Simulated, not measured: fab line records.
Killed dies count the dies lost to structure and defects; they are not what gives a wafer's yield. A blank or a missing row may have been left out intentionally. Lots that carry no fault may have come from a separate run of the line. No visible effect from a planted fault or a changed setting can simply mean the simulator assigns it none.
Chamber matching ; flow n5 finfet ; rie diel-04 running N5_BEOL_M12_DESCUM_15: 4 sister chambers
The step chemistry O2, time 7.9 s. 22 wafers are shown with their chamber, then 11 later ones without.

WAFERS, EACH WITH ITS CHAMBER
wafer;chamber;drypump motor current A (A);showerhead plenum p Torr (Torr);throttle valve pct (%)
L075.3;1;5.3;2.01;20.41
L075.4;2;5.5;2.07;20.80
L075.6;2;5.5;2.07;20.81
L079.2;1;5.3;2.01;20.45
L079.3;2;5.5;2.07;20.82
L079.6;0;4.8;2.13;20.54
L084.2;2;5.5;2.06;20.84
L084.3;1;5.3;2.00;20.46
L084.6;3;6.3;2.16;20.30
L086.2;0;4.8;2.13;20.58
L086.4;3;6.3;2.15;20.30
L086.6;1;5.2;2.00;20.47
L087.3;2;5.5;2.06;20.86
L087.5;2;5.5;2.06;20.87
L087.6;3;6.3;2.15;20.32
L085.1;1;5.3;2.00;20.49
L085.3;0;4.8;2.12;20.59
L085.4;3;6.3;2.15;20.31
L089.3;3;6.3;2.15;20.34
L089.4;1;5.3;2.00;20.49
L089.6;3;6.3;2.15;20.32
L091.1;1;5.3;2.00;20.47

SIGNATURES, as means of the wafers listed above
reading;chamber 0;chamber 1;chamber 2;chamber 3;scatter within a chamber
drypump motor current A;4.800;5.286;5.500;6.300;0.0218
showerhead plenum p Torr;2.1267;2.0029;2.0650;2.1517;0.00496
throttle valve pct;20.5700;20.4629;20.8333;20.3150;0.0248
Rule: a wafer lies at a distance from a chamber equal to the root of the sum of squares, over the readings, of (its reading less the chamber's mean, divided by the reading's scatter). The wafer belongs to the nearest chamber; if the next one is less than 2 further off, it can't be placed. The scatter: take each reading less its chamber's mean, square it, sum over the shown wafers, divide by the number of wafers less the number of chambers, and take the root.

WAFERS WITHOUT THEIR CHAMBER
wafer;drypump motor current A (A);showerhead plenum p Torr (Torr);throttle valve pct (%)
L091.2;5.5;2.06;20.86
L091.6;5.5;2.06;20.85
L090.2;5.3;2.00;20.49
L090.4;4.8;2.12;20.57
L090.5;4.8;2.12;20.58
L093.1;4.8;2.12;20.57
L093.3;5.5;2.06;20.87
L093.4;6.3;2.15;20.32
L095.4;5.5;2.05;20.87
L095.5;4.8;2.12;20.60
L095.6;5.3;1.99;20.51

CHAMBER TAKEN BY EACH
wafer;from the rows above;in truth
L091.2;2;2
L091.6;2;2
L090.2;1;1
L090.4;0;0
L090.5;0;0
L093.1;0;0
L093.3;2;2
L093.4;3;3
L095.4;2;2
L095.5;0;0
L095.6;1;1
11 of 11 placed correctly. Can't be placed from these rows: 0. 0 placed wrongly.
